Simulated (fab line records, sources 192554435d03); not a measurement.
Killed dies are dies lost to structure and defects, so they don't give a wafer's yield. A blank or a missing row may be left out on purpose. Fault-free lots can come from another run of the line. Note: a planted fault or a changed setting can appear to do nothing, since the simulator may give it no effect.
Chamber matching || flow n5-finfet || 4 sister chambers for N5_BEOL_M13_ETCH_38 on rie-diel-04
The step etches SiCN in CF4/N2, target depth 67.5 nm, time 71.9 s. 16 wafers are shown with their chamber, then 8 later ones without.

## WAFERS, EACH WITH ITS CHAMBER
{"wafer": "L075.2", "chamber": 2, "showerhead-plenum-p-Torr (Torr)": 2.17, "throttle-valve-pct (%)": 15.29, "oes-product-au (a.u.)": 0.94}
{"wafer": "L075.4", "chamber": 0, "showerhead-plenum-p-Torr (Torr)": 2.18, "throttle-valve-pct (%)": 15.82, "oes-product-au (a.u.)": 0.68}
{"wafer": "L075.6", "chamber": 2, "showerhead-plenum-p-Torr (Torr)": 2.17, "throttle-valve-pct (%)": 15.31, "oes-product-au (a.u.)": 0.94}
{"wafer": "L077.1", "chamber": 2, "showerhead-plenum-p-Torr (Torr)": 2.17, "throttle-valve-pct (%)": 15.28, "oes-product-au (a.u.)": 0.93}
{"wafer": "L077.2", "chamber": 1, "showerhead-plenum-p-Torr (Torr)": 2.28, "throttle-valve-pct (%)": 15.41, "oes-product-au (a.u.)": 0.73}
{"wafer": "L077.5", "chamber": 1, "showerhead-plenum-p-Torr (Torr)": 2.28, "throttle-valve-pct (%)": 15.42, "oes-product-au (a.u.)": 0.73}
{"wafer": "L076.1", "chamber": 0, "showerhead-plenum-p-Torr (Torr)": 2.18, "throttle-valve-pct (%)": 15.82, "oes-product-au (a.u.)": 0.68}
{"wafer": "L076.2", "chamber": 2, "showerhead-plenum-p-Torr (Torr)": 2.17, "throttle-valve-pct (%)": 15.29, "oes-product-au (a.u.)": 0.92}
{"wafer": "L076.4", "chamber": 2, "showerhead-plenum-p-Torr (Torr)": 2.17, "throttle-valve-pct (%)": 15.31, "oes-product-au (a.u.)": 0.92}
{"wafer": "L081.2", "chamber": 0, "showerhead-plenum-p-Torr (Torr)": 2.18, "throttle-valve-pct (%)": 15.86, "oes-product-au (a.u.)": 0.67}
{"wafer": "L081.3", "chamber": 1, "showerhead-plenum-p-Torr (Torr)": 2.28, "throttle-valve-pct (%)": 15.43, "oes-product-au (a.u.)": 0.74}
{"wafer": "L081.4", "chamber": 2, "showerhead-plenum-p-Torr (Torr)": 2.17, "throttle-valve-pct (%)": 15.31, "oes-product-au (a.u.)": 0.90}
{"wafer": "L082.2", "chamber": 0, "showerhead-plenum-p-Torr (Torr)": 2.17, "throttle-valve-pct (%)": 15.86, "oes-product-au (a.u.)": 0.67}
{"wafer": "L082.4", "chamber": 3, "showerhead-plenum-p-Torr (Torr)": 2.17, "throttle-valve-pct (%)": 15.73, "oes-product-au (a.u.)": 0.70}
{"wafer": "L082.6", "chamber": 0, "showerhead-plenum-p-Torr (Torr)": 2.17, "throttle-valve-pct (%)": 15.85, "oes-product-au (a.u.)": 0.67}
{"wafer": "L085.1", "chamber": 1, "showerhead-plenum-p-Torr (Torr)": 2.28, "throttle-valve-pct (%)": 15.44, "oes-product-au (a.u.)": 0.72}

SIGNATURES, as means of the wafers listed above
{"reading": "showerhead-plenum-p-Torr", "chamber 0": 2.1760, "chamber 1": 2.2800, "chamber 2": 2.1700, "chamber 3": 2.1700, "scatter within a chamber": 0.00316}
{"reading": "throttle-valve-pct", "chamber 0": 15.8420, "chamber 1": 15.4250, "chamber 2": 15.2983, "chamber 3": 15.7300, "scatter within a chamber": 0.016}
{"reading": "oes-product-au", "chamber 0": 0.6740, "chamber 1": 0.7300, "chamber 2": 0.9250, "chamber 3": 0.7000, "scatter within a chamber": 0.0111}
Rule: for each reading, subtract the chamber's mean from the wafer's reading, divide by that reading's scatter and square the result; add these up over the readings and take the root, which gives the wafer's distance from the chamber. The wafer belongs to the nearest chamber; if the next one is less than 2 further off, it can't be placed. The scatter is the square root of a quotient: the sum, over the shown wafers, of each reading's squared deviation from its chamber's mean, divided by wafers minus chambers.

## WAFERS MISSING THEIR CHAMBER
{"wafer": "L085.3", "showerhead-plenum-p-Torr (Torr)": 2.17, "throttle-valve-pct (%)": 15.87, "oes-product-au (a.u.)": 0.67}
{"wafer": "L085.5", "showerhead-plenum-p-Torr (Torr)": 2.28, "throttle-valve-pct (%)": 15.46, "oes-product-au (a.u.)": 0.73}
{"wafer": "L091.2", "showerhead-plenum-p-Torr (Torr)": 2.16, "throttle-valve-pct (%)": 15.36, "oes-product-au (a.u.)": 0.87}
{"wafer": "L091.5", "showerhead-plenum-p-Torr (Torr)": 2.16, "throttle-valve-pct (%)": 15.35, "oes-product-au (a.u.)": 0.87}
{"wafer": "L091.6", "showerhead-plenum-p-Torr (Torr)": 2.27, "throttle-valve-pct (%)": 15.49, "oes-product-au (a.u.)": 0.70}
{"wafer": "L096.1", "showerhead-plenum-p-Torr (Torr)": 2.27, "throttle-valve-pct (%)": 15.49, "oes-product-au (a.u.)": 0.70}
{"wafer": "L096.4", "showerhead-plenum-p-Torr (Torr)": 2.17, "throttle-valve-pct (%)": 15.40, "oes-product-au (a.u.)": 0.93}
{"wafer": "L096.5", "showerhead-plenum-p-Torr (Torr)": 2.16, "throttle-valve-pct (%)": 15.38, "oes-product-au (a.u.)": 0.85}

## WHICH CHAMBER EACH WENT THROUGH
{"wafer": "L085.3", "from the rows above": 0, "in truth": 0}
{"wafer": "L085.5", "from the rows above": 1, "in truth": 1}
{"wafer": "L091.2", "from the rows above": 2, "in truth": 2}
{"wafer": "L091.5", "from the rows above": 2, "in truth": 2}
{"wafer": "L091.6", "from the rows above": 1, "in truth": 1}
{"wafer": "L096.1", "from the rows above": 1, "in truth": 1}
{"wafer": "L096.4", "from the rows above": 2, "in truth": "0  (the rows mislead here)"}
{"wafer": "L096.5", "from the rows above": 2, "in truth": 2}
7 of 8 placed correctly. Not placeable from these rows: 0. 1 placed wrongly.
